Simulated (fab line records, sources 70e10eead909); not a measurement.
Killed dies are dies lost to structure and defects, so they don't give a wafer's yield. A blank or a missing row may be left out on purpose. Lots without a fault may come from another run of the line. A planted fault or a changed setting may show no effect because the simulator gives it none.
Chamber matching | flow nand_harc | NHARC_A_STAIRCASE_ETCH_253 on rie_diel-02: 4 sister chambers
The step etches the open film in C4F8/O2, target depth 50 nm, time 20.2 s. 4 wafers are shown with their chamber, then 7 later ones without.

WAFERS WITH THEIR CHAMBER
wafer  | chamber | rf_vpp_V (V)
L973.3 | 0       | 905
L973.6 | 1       | 900
L985.4 | 2       | 897
L985.5 | 3       | 892

WAFERS WITHOUT THEIR CHAMBER
wafer  | rf_vpp_V (V)
L985.6 | 898
L984.1 | 906
L984.2 | 898
L984.5 | 892
L986.1 | 901
L986.4 | 899
L986.6 | 891

WHICH CHAMBER EACH WENT THROUGH
wafer  | from the rows above     | in truth
L985.6 | can't be placed: 2 or 1 | 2
L984.1 | 0                       | 0
L984.2 | can't be placed: 2 or 1 | 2
L984.5 | 3                       | 3
L986.1 | 1                       | 1
L986.4 | can't be placed: 1 or 2 | 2
L986.6 | 3                       | 3
Placed correctly: 4 of 7. Can't be placed from these rows: 3 (the true chamber is among the candidates in 3). Placed wrongly: 0.
How it was worked out, from the rows above alone: a wafer's distance from a chamber is the root of the sum, over the readings, of the square of ((its reading less the chamber's mean) divided by the reading's scatter). The wafer belongs to the nearest chamber; if the next one is less than 2 further off, it can't be placed. A chamber's mean is the mean of its shown wafers. The scatter: with one shown wafer a chamber, the root of the mean of the squares of how far each hidden wafer lies from its nearest shown one.
